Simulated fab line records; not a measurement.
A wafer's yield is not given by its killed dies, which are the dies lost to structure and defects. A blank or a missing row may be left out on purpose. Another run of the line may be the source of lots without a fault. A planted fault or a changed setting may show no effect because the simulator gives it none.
Check of tool commonality ; flow nand_harc ; 6 wafers sampled across 2 lots

REASON IT WAS OPENED
Flagged at NHARC_END_SORT_01: reading killed_at_array, on 2 of 2 lots. Wafers without a fault read 55, standard deviation 23.
Rule: a lot gets a flag if all its wafers with a number sit over 4 standard deviations from that mean, or if no wafer of it has a number. As for the other lots, they are considered sound.

lot;measured;on;killed_at_array, wafer by wafer;flag
L532;day 26 06:03;prober-01;670 668 668;FLAGGED
L539;day 29 09:08;prober-01;673 675 674;FLAGGED
The numbers of the flagged lots are 671 on average: +616 against the usual, or +27 standard deviations.

TOOL THAT RAN EACH LOT
The record holds 1 process step before the reading, out of a route of 1302 steps. Every cell lists first the tool, next ch and the chambers used by the sampled wafers, and last the start.
lot;flag;NHARC_A_CHANNEL_HOLE_D2_DEP_00
L532;FLAGGED;acl_dep-02 ch 0, day 15 03:00 and acl_dep-03 ch 0, day 15 06:45
L539;FLAGGED;acl_dep-03 ch 0, day 18 03:58
These steps, and what they do:
- NHARC_A_CHANNEL_HOLE_D2_DEP_00: deposits aC, target thk 3100 nm.
- NHARC_END_SORT_01

FLAGGED OVER TOTAL, TOOL BY TOOL (the gauges that took the reading come last)
step;tool;lots run;flagged;share of the flagged lots;sound lots run after its first flagged lot
NHARC_A_CHANNEL_HOLE_D2_DEP_00;acl_dep-02;1;1;some;0
NHARC_A_CHANNEL_HOLE_D2_DEP_00;acl_dep-03;2;2;all;0
NHARC_END_SORT_01;prober-01;2;2;all;0

WHAT THE TABLE PERMITS
Table rows that saw every flagged lot: 2, namely acl_dep-03 at NHARC_A_CHANNEL_HOLE_D2_DEP_00 and prober-01 at NHARC_END_SORT_01.
- acl_dep-03 at NHARC_A_CHANNEL_HOLE_D2_DEP_00 ran 2 lots, 2 of them flagged. Because this sample shows no sound lot run on it before its first flagged lot, the start cannot be pinned down more closely.
- prober-01 at NHARC_END_SORT_01 ran 2 lots, 2 of them flagged. Because this sample shows no sound lot run on it before its first flagged lot, the start cannot be pinned down more closely.
Counting lots can't tell these 2 tools apart, because each fits a fault that began at some hour. More lots, or a look at what each step does to the wafer, might.

WHAT WAS PUT IN BY THE SIMULATOR
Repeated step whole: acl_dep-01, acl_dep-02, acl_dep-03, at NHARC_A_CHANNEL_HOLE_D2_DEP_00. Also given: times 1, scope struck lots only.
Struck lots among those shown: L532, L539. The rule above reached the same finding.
